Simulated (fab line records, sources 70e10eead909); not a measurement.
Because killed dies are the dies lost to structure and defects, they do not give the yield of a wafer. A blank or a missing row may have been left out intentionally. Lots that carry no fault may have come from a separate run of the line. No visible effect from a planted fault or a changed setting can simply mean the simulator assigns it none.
Matching of chambers -- flow nand harc -- pecvd-01 running NHARC_P_M2_PRE_CLEAN_32: 3 sister chambers
The step time 12 s. 18 wafers are shown with their chamber, then 9 later ones without.

WAFERS WITH THEIR CHAMBER
wafer,chamber,heater power w (W)
L075.2,0,623
L075.3,1,585
L075.5,2,636
L076.1,1,635
L076.2,0,644
L076.4,0,647
L076.3,2,705
L076.5,2,692
L076.6,1,636
L080.2,0,680
L080.4,2,620
L080.6,1,637
L081.1,2,695
L081.2,0,709
L081.3,1,630
L090.1,0,655
L090.4,2,625
L090.5,0,613

SIGNATURES (means of the wafers above)
reading,chamber 0,chamber 1,chamber 2,scatter within a chamber
heater power w,653.00,624.60,662.17,32.8
Rule: for each reading, subtract the chamber's mean from the wafer's reading, divide by that reading's scatter and square the result; add these up over the readings and take the root, which gives the wafer's distance from the chamber. If the next closest chamber is less than 2 further off than the closest, the wafer can't be placed; otherwise it belongs to the closest. The scatter is the square root of a quotient: the sum, over the shown wafers, of each reading's squared deviation from its chamber's mean, divided by wafers minus chambers.

WAFERS WITH NO CHAMBER GIVEN
wafer,heater power w (W)
L094.1,563
L094.2,657
L094.5,676
L096.3,652
L096.5,654
L096.6,629
L097.1,630
L097.3,625
L097.6,620

WHICH CHAMBER EACH WENT THROUGH
wafer,from the rows above,in truth
L094.1,can't be placed: 1 or 0 or 2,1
L094.2,can't be placed: 0 or 2 or 1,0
L094.5,can't be placed: 2 or 0 or 1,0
L096.3,can't be placed: 0 or 2 or 1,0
L096.5,can't be placed: 0 or 2 or 1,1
L096.6,can't be placed: 1 or 0 or 2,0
L097.1,can't be placed: 1 or 0 or 2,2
L097.3,can't be placed: 1 or 0 or 2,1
L097.6,can't be placed: 1 or 0 or 2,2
0 of 9 placed correctly. From these rows, 9 cannot be placed; in 9 the true chamber is one of the candidates. Number placed wrongly: 0.
